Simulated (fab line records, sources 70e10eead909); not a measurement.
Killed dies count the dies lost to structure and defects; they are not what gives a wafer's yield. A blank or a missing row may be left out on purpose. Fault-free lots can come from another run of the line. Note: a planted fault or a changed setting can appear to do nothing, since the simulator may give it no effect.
Matching of chambers + flow nand-harc + NHARC_P_CONTACT_ALD_22 on ald-metal-01: 4 sister chambers
The step deposits TiN, target thk 3 nm, pulse time 1 s, ald cycles 150. 14 wafers are shown with their chamber, then 7 later ones without.

## WAFERS PAIRED WITH THEIR CHAMBERS
| wafer  | chamber | heater-power-w (W) | susceptor-temp-C (C) | precursor-pulse-height-rel |
|--------|---------|--------------------|----------------------|----------------------------|
| L074.1 | 3       | 1109               | 449.97               | 1.001                      |
| L074.2 | 1       | 826                | 449.79               | 0.993                      |
| L074.5 | 3       | 1119               | 449.81               | 1.010                      |
| L076.1 | 3       | 1128               | 450.49               | 1.040                      |
| L076.2 | 0       | 900                | 449.72               | 1.041                      |
| L076.3 | 1       | 828                | 449.67               | 1.043                      |
| L079.3 | 2       | 1035               | 450.12               | 1.060                      |
| L079.4 | 0       | 903                | 449.93               | 0.994                      |
| L079.5 | 2       | 1046               | 450.09               | 1.052                      |
| L082.1 | 2       | 1053               | 450.57               | 1.004                      |
| L082.5 | 0       | 945                | 450.06               | 1.032                      |
| L082.6 | 1       | 878                | 450.08               | 0.987                      |
| L087.1 | 2       | 1033               | 450.29               | 0.988                      |
| L087.2 | 3       | 1125               | 449.72               | 0.967                      |

SIGNATURES, as means of the wafers listed above
| reading                    | chamber 0 | chamber 1 | chamber 2 | chamber 3 | scatter within a chamber |
|----------------------------|-----------|-----------|-----------|-----------|--------------------------|
| heater-power-w             | 916.00    | 844.00    | 1041.75   | 1120.25   | 18.7                     |
| susceptor-temp-C           | 449.9033  | 449.8467  | 450.2675  | 449.9975  | 0.255                    |
| precursor-pulse-height-rel | 1.02233   | 1.00767   | 1.02600   | 1.00450   | 0.031                    |
Rule: distance of a wafer from a chamber = root of the sum over the readings of ((wafer's reading minus chamber's mean) / reading's scatter) squared. If the next closest chamber is less than 2 further off than the closest, the wafer can't be placed; otherwise it belongs to the closest. The scatter: the root of (the sum of the squares of (reading less its chamber's mean) over the shown wafers, divided by (wafers less chambers)).

## WAFERS MISSING THEIR CHAMBER
| wafer  | heater-power-w (W) | susceptor-temp-C (C) | precursor-pulse-height-rel |
|--------|--------------------|----------------------|----------------------------|
| L087.3 | 933                | 449.68               | 1.019                      |
| L089.3 | 930                | 450.37               | 1.009                      |
| L089.5 | 925                | 449.73               | 0.998                      |
| L089.6 | 1078               | 449.99               | 0.968                      |
| L092.1 | 1013               | 450.08               | 0.972                      |
| L092.2 | 878                | 449.77               | 0.985                      |
| L092.5 | 891                | 449.87               | 1.000                      |

## WHICH CHAMBER EACH WENT THROUGH
| wafer  | from the rows above     | in truth |
|--------|-------------------------|----------|
| L087.3 | 0                       | 0        |
| L089.3 | 0                       | 0        |
| L089.5 | 0                       | 0        |
| L089.6 | can't be placed: 3 or 2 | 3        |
| L092.1 | 2                       | 2        |
| L092.2 | can't be placed: 1 or 0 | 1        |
| L092.5 | can't be placed: 0 or 1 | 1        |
4 of 7 placed correctly. Cannot be placed on the basis of these rows: 3; the candidates contain the true chamber in 3. 0 placed wrongly.
